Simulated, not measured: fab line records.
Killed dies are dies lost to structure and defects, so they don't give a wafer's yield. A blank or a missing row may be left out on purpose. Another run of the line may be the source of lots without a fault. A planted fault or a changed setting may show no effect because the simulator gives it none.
Struck lot and sound lot, side by side ; flow n5-finfet ; 16 out of 1938 route steps
Sound: wafers L964.2, L964.3, L964.6. Wafers struck: L980.1, L980.2, L980.6. The cause is named last.
Per side, at each step with rows, come the tool, then ch with its chambers, and then its first start. Under that, the readings that differ: sound wafers ; struck wafers ; difference of the means ; sigmas: that difference in standard deviations of wafers without a fault.
alike: a reading whose means differ by less than 2 such deviations, as well as words and numbers matching on both sides. not compared: withheld readings; readings where some wafer has no value; bounds like >300 that might hide an equal value; numbers whose values overlap and for which the record gives no deviation.
The two part at a step that has a row with sigmas, a row that says differs or no value, or rows on one side only. Numbers that have no deviation but don't overlap get no sigmas and don't part them. A reading that every wafer of one side lacks parts them only if that side has two wafers or more.

N5_STI_FIN_REVEAL_INSPECT_13: inspects for defects (darkfield).
  sound on defect-inspect-02, day 3 20:13; struck on defect-inspect-02, day 7 21:01
  alike: raw-defect-count
then, 2 steps without rows for these wafers: N5_DUMMY_GATE_PRECLEAN_00 (cleans in O3/DIW, time 60 s); N5_DUMMY_GATE_SRD_01 (time 30 s).
N5_DUMMY_GATE_ALD_02: deposits SiO2, target thk 2 nm, pulse time 1 s.
  sound on ald-sin-04 ch 0,1,2, day 3 21:20; struck on ald-sin-04 ch 0,2, day 7 21:07
  alike: heater-power-w, precursor-pulse-height-rel, susceptor-temp-C
then, 3 steps without rows for these wafers: N5_DUMMY_GATE_CVD_03 (deposits a-Si from SiH4, target thk 150 nm, time 8042 s); N5_DUMMY_GATE_PRECLEAN_46 (cleans in DIW, time 89.5 s); N5_DUMMY_GATE_SRD_47 (dry time 32 s).
N5_DUMMY_GATE_CMP_04: polishes a-Si.
  sound on cmp-01 ch 0,1,2, day 4 01:14; struck on cmp-01 ch 0,1,2, day 8 01:26
  alike: motor-current-A, time-to-endpoint-s
N5_DUMMY_GATE_THK_MEAS_05:
  sound on film-metro-02, day 4 01:26; struck on film-metro-02, day 8 01:37
  alike: thk-nm
then, 3 steps without rows for these wafers: N5_DUMMY_GATE_HM_DEP_06 (deposits SiNx from DCS/NH3, target thk 80 nm, time 5141 s); N5_DUMMY_GATE_PECVD_30 (deposits SiO2 from TEOS/O2, target thk 55 nm, time 10.8 s); N5_DUMMY_GATE_COAT_34 (time 60 s, resist thk 60 nm).
N5_DUMMY_GATE_COAT_35: time 60 s, resist thk 10 nm.
  sound on litho-track-03 ch 0, day 4 05:29; struck on litho-track-03 ch 0, day 8 09:10
reading;sound;struck;difference;sigmas
spin-speed-rpm (rpm);1499.7 1500.2 1500.2;1440.1 1441.6 1440.2;-59.4;-70
  alike: dispense-pressure-kPa, heater-power-total-W, plate-temp-C, resist-line-temp-C
then, 1 step without rows for these wafers: N5_DUMMY_GATE_COAT_28 (time 60 s, resist thk 10 nm).
-- record jumps: 5 days separate the struck wafers' starts on either side; left off in module DUMMY_GATE, taken up again in module BEOL_M4, whose first shown step is the route's number 1111 --
N5_BEOL_M4_RC_MEAS_101:
  sound on prober-02 ch 0, day 9 20:14; struck on prober-02 ch 0, day 13 18:02
  alike: DIBL_N, DIBL_P, IOFF_N, IOFF_P, ION_N, ION_P, SS_N, SS_P, VT_N, VT_P
-- the record jumps here: 5 days lie between the struck wafers' starts before and after (it left off in module BEOL_M4 and takes up again in module PASSIVATION, whose first step shown is number 1936 of the route) --
N5_PASSIVATION_PROBE_49:
  sound on prober-01, day 14 02:24; struck on prober-02, day 18 07:01
  alike: defect-limited-yield, killed_at_M0_to_M3, killed_at_M4_up, killed-at-contacts, killed-at-front-end, killed-at-other, killed-dies, killed-open, killed-short, sort_bin_4_leakage, sort_bin_5_function, sort_bin_6_memory, sort-n-pass, sort-yield-pct

WHERE THEY PART
Only at N5_DUMMY_GATE_COAT_35, within this record. Later steps at which nothing parts them and some readings are alike: N5_BEOL_M4_RC_MEAS_101, N5_PASSIVATION_PROBE_49.

WHY: whatever the simulator had introduced
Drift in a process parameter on litho-track-03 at N5_DUMMY_GATE_COAT_35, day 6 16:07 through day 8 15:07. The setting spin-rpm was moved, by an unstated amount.
